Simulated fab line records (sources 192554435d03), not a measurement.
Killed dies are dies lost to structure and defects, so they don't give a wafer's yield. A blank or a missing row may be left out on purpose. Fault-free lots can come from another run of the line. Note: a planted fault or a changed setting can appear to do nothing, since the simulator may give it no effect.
Lot-split experiment + flow n5-finfet + on a route of 1938 steps: 7 lots, 21 wafers read

## THE SPLIT
At N5_FIN_SAQP_PECVD_06 (deposits a-Si from SiH4/He, target thk 60 nm, time 48.1 s), the setting time-s was moved away from the recipe's 48.1 s on 6 of the 21 wafers read, by -13.7% to -3.9%. This setting was run at the recipe's value on the other wafers.

## FROM THE SPLIT TO THE READING: what the file shows between them, 5 steps
- N5_FIN_SAQP_THK_MEAS_07
- N5_FIN_SAQP_HM_DEP_72: deposits SiO2 from SiH4/N2O, target thk 12 nm, time 7.2 s
- N5_FIN_SAQP_COAT_49: time 60 s, resist thk 100 nm
- N5_FIN_SAQP_HM_OPEN_73: chemistry CHF3/O2, target SiO2, stops on a-Si, target depth 12 nm, time 16.8 s
- N5_FIN_SAQP_STRIP_74: strips in CHF3/O2

## THE READING
oes-product-au, in a.u., at N5_FIN_SAQP_MANDREL_ETCH_22 (etches a-Si in HBr/Cl2, stops on SiNx, target depth 60 nm, bt time 10 s, time 30 s). Fault-free wafers of this fab line usually give 0.765 a.u., standard deviation 0.011 a.u.

| wafer  | tool, chamber at the split | time-s as run, s | against the recipe | oes-product-au, a.u. | against lot-mates on the recipe |
|--------|----------------------------|------------------|--------------------|----------------------|---------------------------------|
| L077.2 | pecvd-03, 1                | 48.1             | recipe             | 0.770                | -                               |
| L077.3 | pecvd-03, 2                | 41.51            | -13.7%             | 0.692                | -0.075                          |
| L077.5 | pecvd-03, 2                | 48.1             | recipe             | 0.764                | -                               |
| L078.2 | pecvd-03, 0                | 48.1             | recipe             | 0.742                | -                               |
| L078.3 | pecvd-03, 1                | 48.1             | recipe             | 0.751                | -                               |
| L078.5 | pecvd-03, 1                | 48.1             | recipe             | 0.764                | -                               |
| L079.3 | pecvd-03, 2                | 48.1             | recipe             | 0.772                | -                               |
| L079.4 | pecvd-03, 1                | 48.1             | recipe             | 0.753                | -                               |
| L079.6 | pecvd-03, 2                | 48.1             | recipe             | 0.758                | -                               |
| L080.2 | pecvd-02, 0                | 46.23            | -3.9%              | 0.755                | -0.016                          |
| L080.3 | pecvd-02, 2                | 48.1             | recipe             | 0.768                | -                               |
| L080.4 | pecvd-02, 2                | 48.1             | recipe             | 0.774                | -                               |
| L086.1 | pecvd-03, 1                | 48.1             | recipe             | 0.773                | -                               |
| L086.2 | pecvd-03, 0                | 42.23            | -12.2%             | 0.696                | -0.077                          |
| L086.3 | pecvd-03, 2                | 42.23            | -12.2%             | 0.698                | -0.075                          |
| L090.3 | pecvd-03, 2                | 48.1             | recipe             | 0.745                | -                               |
| L090.5 | pecvd-03, 0                | 48.1             | recipe             | 0.759                | -                               |
| L090.6 | pecvd-03, 2                | 48.1             | recipe             | 0.767                | -                               |
| L091.1 | pecvd-03, 1                | 45.69            | -5.0%              | 0.752                | -0.029                          |
| L091.4 | pecvd-03, 1                | 48.1             | recipe             | 0.781                | -                               |
| L091.6 | pecvd-03, 2                | 45.69            | -5.0%              | 0.754                | -0.027                          |

THE FIT
A straight line over all 21 wafers: oes-product-au changes by +0.00505 a.u. for each +1% of time-s; r = +0.91; the points scatter about the line by 0.011 a.u.
The same after taking each lot's own level away (the mean of its wafers on the recipe; 21 wafers): +0.00589 a.u. for each +1%; r = +0.97; scatter 0.0067 a.u.
According to that fit, moving time-s by its largest amount changes the reading by 0.081 a.u.
The lots' own levels span 0.7523 to 0.7810 a.u., that is 2.6 times the standard deviation above.
So the slope is not independent of the lot-to-lot level: the two fits are not the same.
Check: -0.0831 a.u. against its lot-mates is what the line predicts for one of the wafers moved furthest among these (-13.7%) when that wafer is left out of the fit. Against them it came out at -0.075 a.u.

## ADDITIONAL SPLITS CARRIED BY THESE WAFERS
These wafers also went through other splits before the reading. Each is held against what the fit with the lots' levels taken away leaves over:
| other split on the same wafers                    | wafers away from the commonest value | r with oes-product-au (lot level and that fit taken away) |
|---------------------------------------------------|--------------------------------------|-----------------------------------------------------------|
| N5_ZERO_LAYER_EXPOSE_08 dose-mj                   | 12                                   | -0.02                                                     |
| N5_PMOS_HMC_CHANNEL_EPI_PEB_07 peb-temp-c         | 4                                    | +0.37                                                     |
| N5_PMOS_HMC_CHANNEL_EPI_DEVELOP_08 develop-time-s | 4                                    | -0.12                                                     |
| N5_FIN_SAQP_HM_DEP_03 time-s                      | 9                                    | -0.11                                                     |

## THE WHOLE CHAIN: every reading that the file lists as answering this split, in the file's order
| step                        | what it does                                                                       | reading                                                                           | change (the file's fit)                   | r (the file's) |
|-----------------------------|------------------------------------------------------------------------------------|-----------------------------------------------------------------------------------|-------------------------------------------|----------------|
| N5_FIN_SAQP_PECVD_06        | deposits a-Si from SiH4/He, target thk 60 nm, time 48.1 s                          | a-Si_of_FIN_SAQP_PECVD_06.thk-nm (the simulator's own value, which no gauge read) | +0.677 nm for each +1% of the setting     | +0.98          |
| N5_FIN_SAQP_THK_MEAS_07     |                                                                                    | thk-nm                                                                            | withheld for each +1% of the setting      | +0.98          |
| N5_FIN_SAQP_MANDREL_ETCH_22 | etches a-Si in HBr/Cl2, stops on SiNx, target depth 60 nm, bt time 10 s, time 30 s | oes-product-au                                                                    | +0.00574 a.u. for each +1% of the setting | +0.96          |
| N5_FIN_SAQP_MANDREL_ETCH_22 | etches a-Si in HBr/Cl2, stops on SiNx, target depth 60 nm, bt time 10 s, time 30 s | etch.depth-nm (the simulator's own value, which no gauge read)                    | +0.677 nm for each +1% of the setting     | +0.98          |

## THE FILE'S OWN FIT
oes-product-au changes by +0.00574 a.u. for each +1% of time-s, r = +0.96.
